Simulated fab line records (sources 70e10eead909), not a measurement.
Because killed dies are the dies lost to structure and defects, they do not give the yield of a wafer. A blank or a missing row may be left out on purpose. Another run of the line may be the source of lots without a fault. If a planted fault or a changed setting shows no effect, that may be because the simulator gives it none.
The same fault as seen by 2 desks || flow nand-harc || what lay behind the numbers comes last; until then each desk has only its own

== DESK OF THE TOOL OWNER: rie-diel-07 ==
The tool's own readings at NHARC_A_CHANNEL_FILL_D2_ETCHBACK_08 (etches the open film in C4F8, target depth 220 nm, time 110 s): means of the sampled wafers that have a number, for each lot that ran on this tool. The brackets show how far a lot's mean lies from the usual mean; more than 4 standard deviations puts the lot out of limits, marked OUT.
Columns: A = oes-product-au at NHARC_A_CHANNEL_FILL_D2_ETCHBACK_08, usual 0.95 a.u.; B = rf-vpp-V at NHARC_A_CHANNEL_FILL_D2_ETCHBACK_08, usual 441.3 V
{"lot": "L336", "first seen here": "day 19 11:25", "A": 1.01, "B": 442.0}
{"lot": "L338", "first seen here": "day 19 23:23", "A": 0.92, "B": 443.4}
{"lot": "L346", "first seen here": "day 23 02:29", "A": 0.92, "B": 441.2}
{"lot": "L347", "first seen here": "day 23 14:29", "A": 0.98, "B": 441.1}
{"lot": "L350", "first seen here": "day 25 04:20", "A": 0.92, "B": 441.4}
This desk's finding: nothing out of limits on any of the 5 lots.

== AT THE METROLOGY DESK ==
What the gauges read for every lot (on any tool): the sampled wafers with a number, averaged. The brackets show how far a lot's mean lies from the usual mean; more than 4 standard deviations puts the lot out of limits, marked OUT.
Columns: A = thk-nm at NHARC_THIN_TSV_THK_MEAS_02, usual 2985 nm; B = cd-nm at NHARC_THIN_TSV_CD_MEAS_12, usual 1000.6 nm
{"lot": "L328", "first seen here": "day 23 17:34", "A": 2623, "B": 998.6}
{"lot": "L329", "first seen here": "day 24 08:05", "A": 2979, "B": 997.5}
{"lot": "L333", "first seen here": "day 25 18:34", "A": 2675, "B": 1004.1}
{"lot": "L336", "first seen here": "day 27 20:56", "A": 2706, "B": 999.0}
{"lot": "L339", "first seen here": "day 28 02:16", "A": 3283, "B": 1002.6}
{"lot": "L338", "first seen here": "day 28 12:11", "A": 2994, "B": 999.5}
{"lot": "L341", "first seen here": "day 29 08:11", "A": 2881, "B": 998.8}
{"lot": "L342", "first seen here": "day 29 15:54", "A": 2968, "B": 1002.4}
{"lot": "L344", "first seen here": "day 30 11:10", "A": 2890, "B": 1000.3}
{"lot": "L347", "first seen here": "day 31 10:48", "A": 2793, "B": 1000.6}
{"lot": "L345", "first seen here": "day 31 15:10", "A": 3147, "B": 999.3}
{"lot": "L346", "first seen here": "day 31 16:20", "A": 2690, "B": 1000.8}
{"lot": "L349", "first seen here": "day 32 11:02", "A": 3001, "B": 1000.9}
{"lot": "L350", "first seen here": "day 33 16:46", "A": 2812, "B": 998.5}
This desk's finding: nothing out of limits on any of the 14 lots.

== ALL TOGETHER ==
Nothing out of limits was seen by the tool owner's desk.
Metrology desk: nothing out of limits seen.

== WHAT THE SIMULATOR HAD PUT IN ==
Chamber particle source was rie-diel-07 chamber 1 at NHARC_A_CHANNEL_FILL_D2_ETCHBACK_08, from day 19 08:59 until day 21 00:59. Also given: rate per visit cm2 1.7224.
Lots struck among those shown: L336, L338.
